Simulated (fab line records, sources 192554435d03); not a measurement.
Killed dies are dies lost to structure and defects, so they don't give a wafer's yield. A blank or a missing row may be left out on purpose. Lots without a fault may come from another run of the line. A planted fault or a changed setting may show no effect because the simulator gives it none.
A struck lot beside a sound one | flow n5_finfet | 13 steps out of a route of 1938
Sound: wafers L348.3, L348.5, L348.6. Struck: wafers L344.2, L344.3, L344.4. The cause comes at the end.
At each step with rows: each side's tool, then ch and its chambers, then its first start. Under that, the readings that differ: sound wafers | struck wafers | difference of the means | sigmas: that difference in standard deviations of wafers without a fault.
alike: readings whose means differ by less than 2 such deviations, and words and numbers that are the same on both sides. not compared: withheld readings, readings that some wafer has no value for, bounds like >300 that may hide the same value, and numbers for which the record gives no deviation and whose values overlap.
The two part at a step that has a row with sigmas, a row that says differs or no value, or rows on one side only. Numbers that don't overlap but have no deviation are shown without sigmas and don't part them. A reading that every wafer of one side lacks parts them only if that side has two wafers or more.

first, 9 steps without rows for these wafers: N5_BEOL_M4_DEVELOP_27 (develop time 30 s); N5_BEOL_M4_DESCUM_33 (chemistry O2, time 7 s); N5_BEOL_M4_ETCH_77 (etches underlayer in N2/H2, target depth 6.5 nm, time 5.2 s); N5_BEOL_M4_ETCH_69 (etches SiARC in CF4, target depth 15.6 nm, time 26 s); N5_BEOL_M4_ALD_98 (deposits SiO2, target thk 2.5 nm, pulse time 1 s, co reactant pulse time 1 s); N5_BEOL_M4_ETCHBACK_99 (etches SiO2 in CHF3, target depth 5 nm, time 10.4 s); N5_BEOL_M4_ETCH_70 (etches SOC in N2/H2, target depth 80 nm, overetch 24 nm, time 130 s); N5_BEOL_M4_STRIP_71 (strips in N2/H2); N5_BEOL_M4_STRIP_78 (strips in N2/H2).
N5_BEOL_M4_VIA_ETCH_34: etches the open film in C4F6/O2, target depth 69.4 nm, time 65.9 s.
  sound on rie_diel-03 ch 0,1,2, day 14 04:41; struck on rie_diel-04 ch 0,1,3, day 12 17:44
  reading                                  | sound             | struck            | difference | sigmas
  model.etch.depth_nm (nm)                 | 68.66 70.02 68.01 | 59.59 58.74 58.02 | -10.11     |
  model.SOC_of_BEOL_M4_COAT_67.thk_nm (nm) | 52 51.6 51.8      | 53 53.2 53.2      | +1         |
  alike: drypump_motor_current_A, oes_f_703_au, oes_product_au, rf_vpp_V, showerhead_plenum_p_Torr, throttle_valve_pct
  not compared: rf_hours_counter_h
then, 1 step without rows for these wafers: N5_BEOL_M4_STRIP_83 (strips in C4F6/O2).
N5_BEOL_M4_RC_MEAS_101:
  sound on prober-02 ch 0, day 14 09:19; struck on prober-02 ch 0, day 12 21:59
  alike: DIBL_N, DIBL_P, IOFF_N, IOFF_P, ION_N, ION_P, SS_N, SS_P, VT_N, VT_P
-- the record jumps here: 4 days lie between the struck wafers' starts before and after (it left off in module BEOL_M4 and takes up again in module PASSIVATION, whose first step shown is number 1936 of the route) --
N5_PASSIVATION_PROBE_49:
  sound on prober-01, day 19 02:16; struck on prober-02, day 16 21:57
  reading              | sound    | struck  | difference | sigmas
  killed_at_contacts   | 29 31 25 | 14 7 10 | -18        | -3
  sort_bin_8_speed (%) | 0 0 0.08 | 0 0 0   | +0         | -2
  alike: defect_limited_yield, killed_at_M0_to_M3, killed_at_M4_up, killed_at_front_end, killed_at_other, killed_dies, killed_open, killed_short, sort_bin_5_function, sort_bin_6_memory, sort_n_pass, sort_yield_pct

WHERE THEY PART
Only at N5_PASSIVATION_PROBE_49, within this record.

WHY: what the simulator had put in
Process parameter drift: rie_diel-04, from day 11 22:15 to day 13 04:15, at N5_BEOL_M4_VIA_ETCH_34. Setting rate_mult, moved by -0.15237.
